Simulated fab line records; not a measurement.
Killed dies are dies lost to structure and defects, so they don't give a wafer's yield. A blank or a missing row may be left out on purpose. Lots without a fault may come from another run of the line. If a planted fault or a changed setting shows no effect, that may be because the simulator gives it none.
A struck lot beside a sound one / flow nand_harc / 15 out of 1159 route steps
Sound: wafers L986.2, L986.3, L986.4. Wafers struck: L104.1, L104.4, L104.5. The cause is named last.
For every step that has rows: the tool of each side, followed by ch and its chambers, followed by its first start. Under that, the readings that differ: sound wafers / struck wafers / difference of the means / sigmas: that difference in standard deviations of wafers without a fault.
alike: words and numbers the same on both sides, and readings whose means are apart by under 2 such deviations; not compared: readings that were withheld, readings missing a value for some wafer, numbers with overlapping values and no deviation given by the record, and bounds like >300 which may hide the same value.
A row with sigmas, a row that says differs or no value, or rows on one side alone: a step with any of these is where the two part. Numbers that don't overlap but have no deviation are shown without sigmas and don't part them. A reading that every wafer of one side lacks parts them only if that side has two wafers or more.

first, 6 steps without rows for these wafers: NHARC_P_ZERO_WELL_COAT_05 (resist thk 600 nm); NHARC_P_ZERO_WELL_SOFTBAKE_06 (time 70 s); NHARC_P_ZERO_WELL_EBR_07; NHARC_P_ZERO_WELL_EXPOSE_08 (exposes mask P ZERO, target cd 500 nm); NHARC_P_ZERO_WELL_PEB_09 (peb time 80 s); NHARC_P_ZERO_WELL_DEVELOP_10 (time 50 s).
NHARC_P_ZERO_WELL_CD_MEAS_11: target cd 500 nm.
  sound on cd_sem-01 ch 0, day 1 13:23; struck on cd_sem-03 ch 0, day 6 01:15
  alike: cd_nm
then, 1 step without rows for these wafers: NHARC_P_ZERO_WELL_HARDBAKE_12 (time 65 s).
NHARC_P_ZERO_WELL_DESCUM_13: chemistry O2, time 3 s.
  sound on rie_diel-04 ch 0,1,2, day 1 13:32; struck on rie_diel-07 ch 0,1,3, day 6 01:26
  alike: drypump_motor_current_A, oes_product_au, rf_vpp_V, showerhead_plenum_p_Torr, throttle_valve_pct
  not compared: rf_hours_counter_h
NHARC_P_ZERO_WELL_ETCH_65: etches the open film in N2/H2, target depth 80 nm, overetch 24 nm, time 87.88 s.
  sound on rie_diel-04 ch 0,1,2, day 1 13:56; struck on rie_diel-07 ch 1,2,3, day 6 01:30
  alike: drypump_motor_current_A, oes_product_au, rf_vpp_V, showerhead_plenum_p_Torr, throttle_valve_pct
  not compared: rf_hours_counter_h
NHARC_P_ZERO_WELL_ETCH_62: etches the open film in CHF3/Ar, target depth 13 nm, time 6.5 s.
  sound on rie_diel-04 ch 0,1,3; struck on rie_diel-07 ch 0,2
  alike: drypump_motor_current_A, oes_product_au, rf_vpp_V, showerhead_plenum_p_Torr, throttle_valve_pct
  not compared: rf_hours_counter_h
NHARC_P_ZERO_WELL_ETCH_63: etches the open film in HBr/Cl2, target depth 120 nm, time 40.1 s.
  sound on rie_si-01 ch 0,1,2, day 1 14:08; struck on rie_si-04 ch 0,2,3, day 6 01:41
  alike: drypump_motor_current_A, oes_product_au, throttle_valve_pct
  not compared: rf_hours_counter_h
NHARC_P_ZERO_WELL_STRIP_15: strips in SPM, time 900 s.
  sound on wet_bench-05 ch 2,3,7, day 1 14:17; struck on wet_bench-07 ch 2,5,6, day 6 01:50
  no value came back on the struck wafers for bath_guard_temp_C (C), bath_heat_duty_pct (%); on the sound wafers bath_guard_temp_C (C) reads 130.7 130.3 131.0
then, 1 step without rows for these wafers: NHARC_P_ZERO_WELL_DEHYDRATE_16 (time 120 s).
NHARC_END_SORT_01:
  the record has rows for the sound wafers here (prober-01 ch 0, day 19 18:46) and none for the struck ones

## WHERE THEY PART
Last at NHARC_END_SORT_01 as far as this record goes, first at NHARC_P_ZERO_WELL_STRIP_15.

WHY: what the simulator had put in
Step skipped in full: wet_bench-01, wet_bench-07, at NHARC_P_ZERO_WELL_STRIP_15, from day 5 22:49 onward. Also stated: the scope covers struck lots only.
